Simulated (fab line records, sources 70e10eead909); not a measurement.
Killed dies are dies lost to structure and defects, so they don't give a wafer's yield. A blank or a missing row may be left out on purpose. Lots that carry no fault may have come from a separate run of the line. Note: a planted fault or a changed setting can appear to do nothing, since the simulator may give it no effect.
Matching of chambers	flow nand_harc	NHARC_A_ZERO_WELL_DESCUM_12 on rie_diel-07: 4 sister chambers
The step chemistry O2, time 3 s. 48 wafers are shown with their chamber, then 12 later ones without.

## WAFERS WITH THEIR CHAMBER
wafer	chamber	showerhead_plenum_p_Torr (Torr)	drypump_motor_current_A (A)	oes_product_au (a.u.)
L074.1	0	2.00	5.35	1.002
L074.3	1	1.96	5.15	0.988
L074.6	2	2.05	5.33	1.001
L075.1	3	2.06	5.49	1.019
L075.2	0	2.00	5.33	1.004
L075.3	1	1.96	5.13	0.995
L075.4	2	2.05	5.32	1.005
L075.5	3	2.06	5.49	1.014
L075.6	0	2.00	5.34	0.999
L076.2	1	1.96	5.15	0.982
L076.3	2	2.05	5.33	1.000
L076.5	1	1.96	5.13	0.994
L079.3	1	1.96	5.12	0.992
L079.5	1	1.96	5.13	0.995
L079.6	0	2.00	5.33	1.005
L078.2	0	2.00	5.34	1.002
L078.4	0	2.00	5.36	1.002
L078.6	1	1.96	5.15	0.996
L081.2	0	2.00	5.32	1.003
L081.4	1	1.96	5.14	0.973
L081.5	0	2.00	5.32	0.999
L082.2	2	2.04	5.32	1.009
L082.4	3	2.06	5.46	1.025
L082.6	1	1.96	5.15	0.988
L084.3	2	2.04	5.32	1.021
L084.5	1	1.96	5.15	0.977
L084.6	2	2.04	5.31	1.010
L085.1	0	2.00	5.34	1.014
L085.5	1	1.96	5.14	0.983
L085.6	2	2.04	5.31	1.011
L086.1	2	2.04	5.33	1.016
L086.5	2	2.04	5.35	1.015
L086.6	1	1.96	5.14	0.989
L087.1	1	1.96	5.14	1.000
L087.3	2	2.04	5.32	1.017
L087.6	0	2.00	5.32	1.005
L088.4	3	2.06	5.51	1.021
L088.5	0	2.00	5.31	0.995
L088.6	1	1.96	5.12	0.977
L089.3	1	1.96	5.14	0.982
L089.5	2	2.04	5.31	1.015
L089.6	1	1.96	5.15	0.985
L090.2	2	2.04	5.34	0.999
L090.3	0	2.00	5.33	1.026
L090.4	3	2.06	5.46	0.999
L092.3	2	2.04	5.32	1.005
L092.5	2	2.04	5.31	1.002
L092.6	1	1.96	5.15	1.001

SIGNATURES, as means of the wafers listed above
reading	chamber 0	chamber 1	chamber 2	chamber 3	scatter within a chamber
showerhead_plenum_p_Torr	2.0000	1.9600	2.0421	2.0600	0.00231
drypump_motor_current_A	5.3325	5.1400	5.3229	5.4820	0.0133
oes_product_au	1.00467	0.98806	1.00900	1.01560	0.00811
Rule: distance of a wafer from a chamber = root of the sum over the readings of ((wafer's reading minus chamber's mean) / reading's scatter) squared. If the next closest chamber is less than 2 further off than the closest, the wafer can't be placed; otherwise it belongs to the closest. The scatter: take each reading less its chamber's mean, square it, sum over the shown wafers, divide by the number of wafers less the number of chambers, and take the root.

## WAFERS MISSING THEIR CHAMBER
wafer	showerhead_plenum_p_Torr (Torr)	drypump_motor_current_A (A)	oes_product_au (a.u.)
L094.2	2.04	5.31	1.008
L094.4	2.00	5.34	1.030
L094.6	2.04	5.31	0.999
L095.2	2.04	5.33	1.008
L095.3	1.96	5.14	1.001
L095.5	1.99	5.32	1.022
L096.1	2.06	5.45	0.999
L096.2	2.04	5.32	1.004
L096.3	1.99	5.31	1.036
L097.2	2.06	5.49	1.007
L097.4	1.99	5.35	1.021
L097.6	2.06	5.46	1.001

## WHICH CHAMBER EACH ONE RAN IN
wafer	from the rows above	in truth
L094.2	2	2
L094.4	0	0
L094.6	2	2
L095.2	2	2
L095.3	1	1
L095.5	0	0
L096.1	3	3
L096.2	2	2
L096.3	0	0
L097.2	3	3
L097.4	0	0
L097.6	3	3
12 of 12 placed correctly. Can't be placed from these rows: 0. Wrongly placed: 0.
